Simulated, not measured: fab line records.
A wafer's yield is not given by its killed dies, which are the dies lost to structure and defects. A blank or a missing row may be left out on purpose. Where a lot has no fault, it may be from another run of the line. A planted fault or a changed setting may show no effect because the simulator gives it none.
Which tool was responsible? / flow n5-finfet / 72 wafers from 24 lots sampled at 6 of the route's 1938 steps

## WHAT EACH GAUGE READ, for each wafer
N5_MOL_CONTACT_COAG_INSPECT_10: inspects for defects (brightfield). Usual: raw-defect-count at 71, with a standard deviation of 30.
lot=L074; measured=day 4 15:12; on=defect-inspect-02; raw-defect-count=77 78 78; flag=
lot=L075; measured=day 4 19:26; on=defect-inspect-01; raw-defect-count=57 65 74; flag=
lot=L076; measured=day 5 02:49; on=defect-inspect-01; raw-defect-count=39 35 33; flag=
lot=L077; measured=day 5 11:18; on=defect-inspect-02; raw-defect-count=66 64 79; flag=
lot=L078; measured=day 5 18:10; on=defect-inspect-02; raw-defect-count=24 37 43; flag=
lot=L079; measured=day 5 20:35; on=defect-inspect-02; raw-defect-count=53 65 34; flag=
lot=L080; measured=day 6 04:10; on=defect-inspect-01; raw-defect-count=69 79 59; flag=
lot=L081; measured=day 6 07:36; on=defect-inspect-02; raw-defect-count=73 96 55; flag=
lot=L082; measured=day 6 14:17; on=defect-inspect-01; raw-defect-count=70 80 104; flag=
lot=L083; measured=day 6 20:04; on=defect-inspect-01; raw-defect-count=84 37 54; flag=
lot=L084; measured=day 7 07:24; on=defect-inspect-01; raw-defect-count=145 61 84; flag=
lot=L085; measured=day 7 15:05; on=defect-inspect-02; raw-defect-count=98 81 38; flag=
lot=L086; measured=day 8 00:59; on=defect-inspect-02; raw-defect-count=37 40 39; flag=
lot=L087; measured=day 8 18:46; on=defect-inspect-02; raw-defect-count=68 86 105; flag=
lot=L088; measured=day 8 21:00; on=defect-inspect-01; raw-defect-count=62 104 74; flag=
lot=L089; measured=day 8 22:20; on=defect-inspect-01; raw-defect-count=31 50 31; flag=
lot=L090; measured=day 9 02:03; on=defect-inspect-02; raw-defect-count=87 103 57; flag=
lot=L091; measured=day 9 03:56; on=defect-inspect-01; raw-defect-count=82 56 110; flag=
lot=L092; measured=day 9 04:40; on=defect-inspect-02; raw-defect-count=37 24 38; flag=
lot=L093; measured=day 9 12:32; on=defect-inspect-02; raw-defect-count=105 76 74; flag=
lot=L094; measured=day 9 15:40; on=defect-inspect-01; raw-defect-count=51 40 36; flag=
lot=L095; measured=day 10 08:37; on=defect-inspect-01; raw-defect-count=79 85 107; flag=
lot=L096; measured=day 10 08:40; on=defect-inspect-02; raw-defect-count=61 48 83; flag=
lot=L097; measured=day 10 17:56; on=defect-inspect-01; raw-defect-count=66 170 54; flag=

N5_MOL_CONTACT_COAG_INSPECT_57: inspects for defects (brightfield). Usual: raw-defect-count at 200, with a standard deviation of 51.
lot=L074; measured=day 5 05:51; on=defect-inspect-01; raw-defect-count=124 198 169; flag=
lot=L075; measured=day 5 05:16; on=defect-inspect-02; raw-defect-count=132 258 238; flag=
lot=L076; measured=day 5 13:29; on=defect-inspect-02; raw-defect-count=286 265 251; flag=
lot=L077; measured=day 5 21:16; on=defect-inspect-01; raw-defect-count=138 126 173; flag=
lot=L078; measured=day 6 05:28; on=defect-inspect-02; raw-defect-count=200 236 138; flag=
lot=L079; measured=day 6 05:39; on=defect-inspect-01; raw-defect-count=129 161 147; flag=
lot=L080; measured=day 6 14:59; on=defect-inspect-01; raw-defect-count=298 246 181; flag=
lot=L081; measured=day 6 17:47; on=defect-inspect-01; raw-defect-count=191 120 215; flag=
lot=L082; measured=day 7 01:19; on=defect-inspect-02; raw-defect-count=203 167 146; flag=
lot=L083; measured=day 7 06:13; on=defect-inspect-01; raw-defect-count=207 150 162; flag=
lot=L084; measured=day 7 19:29; on=defect-inspect-01; raw-defect-count=288 173 240; flag=
lot=L085; measured=day 8 00:38; on=defect-inspect-02; raw-defect-count=270 237 187; flag=
lot=L086; measured=day 8 14:48; on=defect-inspect-01; raw-defect-count=103 155 180; flag=
lot=L087; measured=day 9 07:34; on=defect-inspect-01; raw-defect-count=149 237 221; flag=
lot=L088; measured=day 9 07:55; on=defect-inspect-02; raw-defect-count=236 248 234; flag=
lot=L089; measured=day 9 08:24; on=defect-inspect-01; raw-defect-count=133 175 196; flag=
lot=L090; measured=day 9 10:32; on=defect-inspect-02; raw-defect-count=163 260 186; flag=
lot=L091; measured=day 9 13:01; on=defect-inspect-01; raw-defect-count=173 217 227; flag=
lot=L092; measured=day 9 13:55; on=defect-inspect-02; raw-defect-count=196 285 254; flag=
lot=L093; measured=day 9 22:23; on=defect-inspect-01; raw-defect-count=148 158 211; flag=
lot=L094; measured=day 10 02:46; on=defect-inspect-02; raw-defect-count=291 190 193; flag=
lot=L095; measured=day 10 17:10; on=defect-inspect-01; raw-defect-count=199 209 223; flag=
lot=L096; measured=day 10 18:14; on=defect-inspect-02; raw-defect-count=206 202 289; flag=
lot=L097; measured=day 11 03:04; on=defect-inspect-02; raw-defect-count=152 294 229; flag=

N5_MOL_CONTACT_COAG_INSPECT_42: inspects for defects (brightfield). Usual: raw-defect-count at 203, with a standard deviation of 51.
lot=L074; measured=day 5 07:06; on=defect-inspect-01; raw-defect-count=127 195 159; flag=
lot=L075; measured=day 5 06:55; on=defect-inspect-02; raw-defect-count=146 276 232; flag=
lot=L076; measured=day 5 15:01; on=defect-inspect-01; raw-defect-count=254 236 206; flag=
lot=L077; measured=day 5 22:32; on=defect-inspect-01; raw-defect-count=131 105 184; flag=
lot=L078; measured=day 6 06:43; on=defect-inspect-02; raw-defect-count=191 223 153; flag=
lot=L079; measured=day 6 07:01; on=defect-inspect-01; raw-defect-count=144 160 135; flag=
lot=L080; measured=day 6 16:21; on=defect-inspect-02; raw-defect-count=344 283 209; flag=
lot=L081; measured=day 6 19:14; on=defect-inspect-02; raw-defect-count=220 146 255; flag=
lot=L082; measured=day 7 02:56; on=defect-inspect-01; raw-defect-count=171 169 143; flag=
lot=L083; measured=day 7 07:28; on=defect-inspect-01; raw-defect-count=194 149 170; flag=
lot=L084; measured=day 7 21:35; on=defect-inspect-01; raw-defect-count=288 161 243; flag=
lot=L085; measured=day 8 03:09; on=defect-inspect-02; raw-defect-count=291 223 185; flag=
lot=L086; measured=day 8 16:34; on=defect-inspect-02; raw-defect-count=122 196 210; flag=
lot=L087; measured=day 9 09:57; on=defect-inspect-01; raw-defect-count=146 254 221; flag=
lot=L088; measured=day 9 10:51; on=defect-inspect-02; raw-defect-count=250 227 243; flag=
lot=L089; measured=day 9 11:02; on=defect-inspect-02; raw-defect-count=170 200 237; flag=
lot=L090; measured=day 9 12:57; on=defect-inspect-02; raw-defect-count=154 269 176; flag=
lot=L091; measured=day 9 16:11; on=defect-inspect-02; raw-defect-count=172 257 260; flag=
lot=L092; measured=day 9 16:54; on=defect-inspect-02; raw-defect-count=185 309 235; flag=
lot=L093; measured=day 10 02:34; on=defect-inspect-01; raw-defect-count=159 153 218; flag=
lot=L094; measured=day 10 04:09; on=defect-inspect-01; raw-defect-count=260 173 179; flag=
lot=L095; measured=day 10 18:41; on=defect-inspect-01; raw-defect-count=181 197 197; flag=
lot=L096; measured=day 10 19:35; on=defect-inspect-01; raw-defect-count=191 188 254; flag=
lot=L097; measured=day 11 04:30; on=defect-inspect-02; raw-defect-count=164 287 211; flag=

## TOOL THAT RAN EACH LOT (tool first, then ch and the chambers of the sampled wafers, then the start)
lot=L074; N5_MOL_CONTACT_COAG_CO_FILL_22=cvd-co-01 ch 0,1,2, day 4 21:38; N5_MOL_CONTACT_COAG_PRE_CLEAN_142=pvd-sputter-03, day 5 00:48; N5_MOL_CONTACT_COAG_CMP_23=cmp-03 ch 2,3, day 5 01:14
lot=L075; N5_MOL_CONTACT_COAG_CO_FILL_22=cvd-co-02 ch 0,1,2, day 4 22:27; N5_MOL_CONTACT_COAG_PRE_CLEAN_142=pvd-sputter-02, day 5 00:44; N5_MOL_CONTACT_COAG_CMP_23=cmp-03 ch 0,1,2, day 5 01:01
lot=L076; N5_MOL_CONTACT_COAG_CO_FILL_22=cvd-co-02 ch 0,1,2, day 5 06:43; N5_MOL_CONTACT_COAG_PRE_CLEAN_142=pvd-sputter-02, day 5 09:25; N5_MOL_CONTACT_COAG_CMP_23=cmp-03 ch 2,3, day 5 09:39
lot=L077; N5_MOL_CONTACT_COAG_CO_FILL_22=cvd-co-02 ch 0,1,2, day 5 14:55; N5_MOL_CONTACT_COAG_PRE_CLEAN_142=pvd-sputter-03, day 5 17:20; N5_MOL_CONTACT_COAG_CMP_23=cmp-01 ch 0,2,3, day 5 17:34
lot=L078; N5_MOL_CONTACT_COAG_CO_FILL_22=cvd-co-02 ch 0,1, day 5 21:29; N5_MOL_CONTACT_COAG_PRE_CLEAN_142=pvd-sputter-02, day 6 00:05; N5_MOL_CONTACT_COAG_CMP_23=cmp-03 ch 0,1,2, day 6 00:26
lot=L079; N5_MOL_CONTACT_COAG_CO_FILL_22=cvd-co-02 ch 0,1, day 5 23:23; N5_MOL_CONTACT_COAG_PRE_CLEAN_142=pvd-sputter-02, day 6 00:59; N5_MOL_CONTACT_COAG_CMP_23=cmp-01 ch 1,2, day 6 01:13
lot=L080; N5_MOL_CONTACT_COAG_CO_FILL_22=cvd-co-02 ch 1,2, day 6 07:31; N5_MOL_CONTACT_COAG_PRE_CLEAN_142=pvd-sputter-02, day 6 10:55; N5_MOL_CONTACT_COAG_CMP_23=cmp-04 ch 1,2,3, day 6 11:14
lot=L081; N5_MOL_CONTACT_COAG_CO_FILL_22=cvd-co-01 ch 0,2, day 6 11:34; N5_MOL_CONTACT_COAG_PRE_CLEAN_142=pvd-sputter-01, day 6 13:40; N5_MOL_CONTACT_COAG_CMP_23=cmp-03 ch 1,2,3, day 6 13:56
lot=L082; N5_MOL_CONTACT_COAG_CO_FILL_22=cvd-co-02 ch 0,2, day 6 18:34; N5_MOL_CONTACT_COAG_PRE_CLEAN_142=pvd-sputter-01, day 6 21:25; N5_MOL_CONTACT_COAG_CMP_23=cmp-03 ch 0,2,3, day 6 21:42
lot=L083; N5_MOL_CONTACT_COAG_CO_FILL_22=cvd-co-02 ch 0,2, day 6 22:35; N5_MOL_CONTACT_COAG_PRE_CLEAN_142=pvd-sputter-03, day 7 01:51; N5_MOL_CONTACT_COAG_CMP_23=cmp-04 ch 0,1,2, day 7 02:14
lot=L084; N5_MOL_CONTACT_COAG_CO_FILL_22=cvd-co-02 ch 0,2, day 7 11:39; N5_MOL_CONTACT_COAG_PRE_CLEAN_142=pvd-sputter-01, day 7 15:22; N5_MOL_CONTACT_COAG_CMP_23=cmp-03 ch 0,2,3, day 7 15:36
lot=L085; N5_MOL_CONTACT_COAG_CO_FILL_22=cvd-co-01 ch 0,1,2, day 7 18:26; N5_MOL_CONTACT_COAG_PRE_CLEAN_142=pvd-sputter-03, day 7 20:33; N5_MOL_CONTACT_COAG_CMP_23=cmp-03 ch 0,1,2, day 7 20:47
lot=L086; N5_MOL_CONTACT_COAG_CO_FILL_22=cvd-co-02 ch 0,2, day 8 07:16; N5_MOL_CONTACT_COAG_PRE_CLEAN_142=pvd-sputter-03, day 8 09:25; N5_MOL_CONTACT_COAG_CMP_23=cmp-03 ch 0,2, day 8 09:40
lot=L087; N5_MOL_CONTACT_COAG_CO_FILL_22=cvd-co-02 ch 0,2, day 8 22:48; N5_MOL_CONTACT_COAG_PRE_CLEAN_142=pvd-sputter-03, day 9 02:38; N5_MOL_CONTACT_COAG_CMP_23=cmp-03 ch 1,3, day 9 02:52
lot=L088; N5_MOL_CONTACT_COAG_CO_FILL_22=cvd-co-01 ch 0,1, day 8 23:39; N5_MOL_CONTACT_COAG_PRE_CLEAN_142=pvd-sputter-03, day 9 03:01; N5_MOL_CONTACT_COAG_CMP_23=cmp-04 ch 0,1,2, day 9 03:22
lot=L089; N5_MOL_CONTACT_COAG_CO_FILL_22=cvd-co-01 ch 0,1,2, day 9 00:46; N5_MOL_CONTACT_COAG_PRE_CLEAN_142=pvd-sputter-01, day 9 03:16; N5_MOL_CONTACT_COAG_CMP_23=cmp-01 ch 0,3, day 9 03:32
lot=L090; N5_MOL_CONTACT_COAG_CO_FILL_22=cvd-co-02 ch 0,1,2, day 9 04:11; N5_MOL_CONTACT_COAG_PRE_CLEAN_142=pvd-sputter-01, day 9 06:30; N5_MOL_CONTACT_COAG_CMP_23=cmp-04 ch 0,3, day 9 06:44
lot=L091; N5_MOL_CONTACT_COAG_CO_FILL_22=cvd-co-02 ch 0,2, day 9 06:58; N5_MOL_CONTACT_COAG_PRE_CLEAN_142=pvd-sputter-02, day 9 08:40; N5_MOL_CONTACT_COAG_CMP_23=cmp-03 ch 1,2,3, day 9 08:59
lot=L092; N5_MOL_CONTACT_COAG_CO_FILL_22=cvd-co-01 ch 0,1,2, day 9 07:37; N5_MOL_CONTACT_COAG_PRE_CLEAN_142=pvd-sputter-01, day 9 08:57; N5_MOL_CONTACT_COAG_CMP_23=cmp-04 ch 0,1, day 9 09:12
lot=L093; N5_MOL_CONTACT_COAG_CO_FILL_22=cvd-co-01 ch 1,2, day 9 14:35; N5_MOL_CONTACT_COAG_PRE_CLEAN_142=pvd-sputter-03, day 9 17:35; N5_MOL_CONTACT_COAG_CMP_23=cmp-01 ch 1,3, day 9 17:52
lot=L094; N5_MOL_CONTACT_COAG_CO_FILL_22=cvd-co-02 ch 0,1, day 9 18:36; N5_MOL_CONTACT_COAG_PRE_CLEAN_142=pvd-sputter-02, day 9 21:12; N5_MOL_CONTACT_COAG_CMP_23=cmp-04 ch 2,3, day 9 21:26
lot=L095; N5_MOL_CONTACT_COAG_CO_FILL_22=cvd-co-01 ch 0,2, day 10 11:08; N5_MOL_CONTACT_COAG_PRE_CLEAN_142=pvd-sputter-03, day 10 13:08; N5_MOL_CONTACT_COAG_CMP_23=cmp-03 ch 0,1,2, day 10 13:23
lot=L096; N5_MOL_CONTACT_COAG_CO_FILL_22=cvd-co-02 ch 0,1,2, day 10 11:36; N5_MOL_CONTACT_COAG_PRE_CLEAN_142=pvd-sputter-02, day 10 13:28; N5_MOL_CONTACT_COAG_CMP_23=cmp-01 ch 0,2,3, day 10 13:44
lot=L097; N5_MOL_CONTACT_COAG_CO_FILL_22=cvd-co-02 ch 0,1,2, day 10 20:35; N5_MOL_CONTACT_COAG_PRE_CLEAN_142=pvd-sputter-02, day 10 22:58; N5_MOL_CONTACT_COAG_CMP_23=cmp-04 ch 0,2,3, day 10 23:14
- N5_MOL_CONTACT_COAG_CO_FILL_22: material Co, precursor CCTBA/H2, target thk 20 nm.
- N5_MOL_CONTACT_COAG_PRE_CLEAN_142: time 60 s.
- N5_MOL_CONTACT_COAG_CMP_23: polishes, stops on SiO2, t overpolish 1.5 s, target thk 0 nm.

## WHAT THE TOOLS THEMSELVES READ (means of the sampled wafers that have a number; where no wafer has one, the mark that the record gives instead)
N5_MOL_CONTACT_COAG_CO_FILL_22. Usual: heater-power-w 238 W, standard deviation 16; susceptor-temp-C 199.99 C, standard deviation 0.14.
lot=L074; tool=cvd-co-01; heater-power-w (W)=248; susceptor-temp-C (C)=199.98; flag=
lot=L075; tool=cvd-co-02; heater-power-w (W)=230; susceptor-temp-C (C)=200.02; flag=
lot=L076; tool=cvd-co-02; heater-power-w (W)=236; susceptor-temp-C (C)=199.80; flag=
lot=L077; tool=cvd-co-02; heater-power-w (W)=232; susceptor-temp-C (C)=199.99; flag=
lot=L078; tool=cvd-co-02; heater-power-w (W)=240; susceptor-temp-C (C)=200.00; flag=
lot=L079; tool=cvd-co-02; heater-power-w (W)=241; susceptor-temp-C (C)=199.91; flag=
lot=L080; tool=cvd-co-02; heater-power-w (W)=226; susceptor-temp-C (C)=199.93; flag=
lot=L081; tool=cvd-co-01; heater-power-w (W)=253; susceptor-temp-C (C)=199.93; flag=
lot=L082; tool=cvd-co-02; heater-power-w (W)=223; susceptor-temp-C (C)=200.17; flag=
lot=L083; tool=cvd-co-02; heater-power-w (W)=228; susceptor-temp-C (C)=199.90; flag=
lot=L084; tool=cvd-co-02; heater-power-w (W)=221; susceptor-temp-C (C)=199.92; flag=
lot=L085; tool=cvd-co-01; heater-power-w (W)=245; susceptor-temp-C (C)=199.90; flag=
lot=L086; tool=cvd-co-02; heater-power-w (W)=232; susceptor-temp-C (C)=199.95; flag=
lot=L087; tool=cvd-co-02; heater-power-w (W)=220; susceptor-temp-C (C)=200.16; flag=
lot=L088; tool=cvd-co-01; heater-power-w (W)=243; susceptor-temp-C (C)=199.88; flag=
lot=L089; tool=cvd-co-01; heater-power-w (W)=248; susceptor-temp-C (C)=199.91; flag=
lot=L090; tool=cvd-co-02; heater-power-w (W)=235; susceptor-temp-C (C)=199.97; flag=
lot=L091; tool=cvd-co-02; heater-power-w (W)=222; susceptor-temp-C (C)=199.99; flag=
lot=L092; tool=cvd-co-01; heater-power-w (W)=246; susceptor-temp-C (C)=200.08; flag=
lot=L093; tool=cvd-co-01; heater-power-w (W)=232; susceptor-temp-C (C)=199.96; flag=
lot=L094; tool=cvd-co-02; heater-power-w (W)=251; susceptor-temp-C (C)=199.92; flag=
lot=L095; tool=cvd-co-01; heater-power-w (W)=255; susceptor-temp-C (C)=200.10; flag=
lot=L096; tool=cvd-co-02; heater-power-w (W)=233; susceptor-temp-C (C)=200.08; flag=
lot=L097; tool=cvd-co-02; heater-power-w (W)=236; susceptor-temp-C (C)=199.83; flag=

N5_MOL_CONTACT_COAG_PRE_CLEAN_142. Usual: heater-power-w 485 W, standard deviation 23; susceptor-temp-C 300.03 C, standard deviation 0.18.
lot=L074; tool=pvd-sputter-03; heater-power-w (W)=498; susceptor-temp-C (C)=300.04; flag=
lot=L075; tool=pvd-sputter-02; heater-power-w (W)=481; susceptor-temp-C (C)=299.89; flag=
lot=L076; tool=pvd-sputter-02; heater-power-w (W)=483; susceptor-temp-C (C)=299.95; flag=
lot=L077; tool=pvd-sputter-03; heater-power-w (W)=496; susceptor-temp-C (C)=299.96; flag=
lot=L078; tool=pvd-sputter-02; heater-power-w (W)=492; susceptor-temp-C (C)=300.01; flag=
lot=L079; tool=pvd-sputter-02; heater-power-w (W)=482; susceptor-temp-C (C)=299.81; flag=
lot=L080; tool=pvd-sputter-02; heater-power-w (W)=489; susceptor-temp-C (C)=300.31; flag=
lot=L081; tool=pvd-sputter-01; heater-power-w (W)=492; susceptor-temp-C (C)=300.10; flag=
lot=L082; tool=pvd-sputter-01; heater-power-w (W)=487; susceptor-temp-C (C)=300.22; flag=
lot=L083; tool=pvd-sputter-03; heater-power-w (W)=477; susceptor-temp-C (C)=300.00; flag=
lot=L084; tool=pvd-sputter-01; heater-power-w (W)=474; susceptor-temp-C (C)=300.13; flag=
lot=L085; tool=pvd-sputter-03; heater-power-w (W)=509; susceptor-temp-C (C)=299.88; flag=
lot=L086; tool=pvd-sputter-03; heater-power-w (W)=468; susceptor-temp-C (C)=300.07; flag=
lot=L087; tool=pvd-sputter-03; heater-power-w (W)=497; susceptor-temp-C (C)=300.00; flag=
lot=L088; tool=pvd-sputter-03; heater-power-w (W)=503; susceptor-temp-C (C)=300.03; flag=
lot=L089; tool=pvd-sputter-01; heater-power-w (W)=489; susceptor-temp-C (C)=299.94; flag=
lot=L090; tool=pvd-sputter-01; heater-power-w (W)=470; susceptor-temp-C (C)=300.00; flag=
lot=L091; tool=pvd-sputter-02; heater-power-w (W)=481; susceptor-temp-C (C)=300.07; flag=
lot=L092; tool=pvd-sputter-01; heater-power-w (W)=496; susceptor-temp-C (C)=300.11; flag=
lot=L093; tool=pvd-sputter-03; heater-power-w (W)=474; susceptor-temp-C (C)=299.97; flag=
lot=L094; tool=pvd-sputter-02; heater-power-w (W)=481; susceptor-temp-C (C)=299.93; flag=
lot=L095; tool=pvd-sputter-03; heater-power-w (W)=494; susceptor-temp-C (C)=300.03; flag=
lot=L096; tool=pvd-sputter-02; heater-power-w (W)=485; susceptor-temp-C (C)=300.22; flag=
lot=L097; tool=pvd-sputter-02; heater-power-w (W)=501; susceptor-temp-C (C)=300.00; flag=

N5_MOL_CONTACT_COAG_CMP_23. Usual: motor-current-A 8.1 A, standard deviation 0.65; overpolish-run-s 1.500 s, standard deviation 0.0095; pad-life-wafers 919, standard deviation 430; time-to-endpoint-s 8.3 s, standard deviation 2.8.
lot=L074; tool=cmp-03; motor-current-A (A)=8.0; overpolish-run-s (s)=1.496; pad-life-wafers=715; time-to-endpoint-s (s)=9.8; flag=
lot=L075; tool=cmp-03; motor-current-A (A)=8.0; overpolish-run-s (s)=1.498; pad-life-wafers=710; time-to-endpoint-s (s)=7.0; flag=
lot=L076; tool=cmp-03; motor-current-A (A)=7.7; overpolish-run-s (s)=1.501; pad-life-wafers=780; time-to-endpoint-s (s)=4.3; flag=
lot=L077; tool=cmp-01; motor-current-A (A)=8.0; overpolish-run-s (s)=1.503; pad-life-wafers=541; time-to-endpoint-s (s)=12.2; flag=
lot=L078; tool=cmp-03; motor-current-A (A)=8.3; overpolish-run-s (s)=1.498; pad-life-wafers=867; time-to-endpoint-s (s)=7.3; flag=
lot=L079; tool=cmp-01; motor-current-A (A)=7.4; overpolish-run-s (s)=1.497; pad-life-wafers=624; time-to-endpoint-s (s)=9.8; flag=
lot=L080; tool=cmp-04; motor-current-A (A)=7.5; overpolish-run-s (s)=1.510; pad-life-wafers=44; time-to-endpoint-s (s)=7.3; flag=
lot=L081; tool=cmp-03; motor-current-A (A)=8.2; overpolish-run-s (s)=1.496; pad-life-wafers=1010; time-to-endpoint-s (s)=7.9; flag=
lot=L082; tool=cmp-03; motor-current-A (A)=8.1; overpolish-run-s (s)=1.493; pad-life-wafers=1046; time-to-endpoint-s (s)=8.2; flag=
lot=L083; tool=cmp-04; motor-current-A (A)=7.8; overpolish-run-s (s)=1.505; pad-life-wafers=141; time-to-endpoint-s (s)=7.3; flag=
lot=L084; tool=cmp-03; motor-current-A (A)=8.6; overpolish-run-s (s)=1.500; pad-life-wafers=1177; time-to-endpoint-s (s)=5.8; flag=
lot=L085; tool=cmp-03; motor-current-A (A)=8.4; overpolish-run-s (s)=1.502; pad-life-wafers=1226; time-to-endpoint-s (s)=6.5; flag=
lot=L086; tool=cmp-03; motor-current-A (A)=8.2; overpolish-run-s (s)=1.498; pad-life-wafers=1297; time-to-endpoint-s (s)=4.8; flag=
lot=L087; tool=cmp-03; motor-current-A (A)=8.4; overpolish-run-s (s)=1.497; pad-life-wafers=1459; time-to-endpoint-s (s)=8.0; flag=
lot=L088; tool=cmp-04; motor-current-A (A)=8.0; overpolish-run-s (s)=1.499; pad-life-wafers=500; time-to-endpoint-s (s)=7.1; flag=
lot=L089; tool=cmp-01; motor-current-A (A)=8.6; overpolish-run-s (s)=1.503; pad-life-wafers=1220; time-to-endpoint-s (s)=12.0; flag=
lot=L090; tool=cmp-04; motor-current-A (A)=8.2; overpolish-run-s (s)=1.496; pad-life-wafers=534; time-to-endpoint-s (s)=10.0; flag=
lot=L091; tool=cmp-03; motor-current-A (A)=8.2; overpolish-run-s (s)=1.500; pad-life-wafers=1532; time-to-endpoint-s (s)=5.7; flag=
lot=L092; tool=cmp-04; motor-current-A (A)=8.2; overpolish-run-s (s)=1.501; pad-life-wafers=582; time-to-endpoint-s (s)=9.0; flag=
lot=L093; tool=cmp-01; motor-current-A (A)=8.7; overpolish-run-s (s)=1.500; pad-life-wafers=1292; time-to-endpoint-s (s)=9.8; flag=
lot=L094; tool=cmp-04; motor-current-A (A)=7.8; overpolish-run-s (s)=1.500; pad-life-wafers=674; time-to-endpoint-s (s)=11.0; flag=
lot=L095; tool=cmp-03; motor-current-A (A)=8.3; overpolish-run-s (s)=1.494; pad-life-wafers=1759; time-to-endpoint-s (s)=7.9; flag=
lot=L096; tool=cmp-01; motor-current-A (A)=8.4; overpolish-run-s (s)=1.497; pad-life-wafers=1448; time-to-endpoint-s (s)=12.5; flag=
lot=L097; tool=cmp-04; motor-current-A (A)=7.9; overpolish-run-s (s)=1.501; pad-life-wafers=884; time-to-endpoint-s (s)=8.7; flag=

## THE ANSWER, worked out from the rows above alone
Rule: lot off if the mean of its wafers having a number is beyond 3 standard deviations from the usual mean. Also off: a lot with no number at a reading for which 4 or more lots have one. Any other lot the step has rows for is counted as sound. The gauges are gone through in route order, then the tools' own readings, and for those a lot's mean is taken as printed above. The first step at which some lot is off is used, and at that step the reading that is off furthest; a lot without a number counts as furthest.
No lot is off at any reading shown: from this, nothing can be told.

## WHAT HAD BEEN PUT IN BY THE SIMULATOR
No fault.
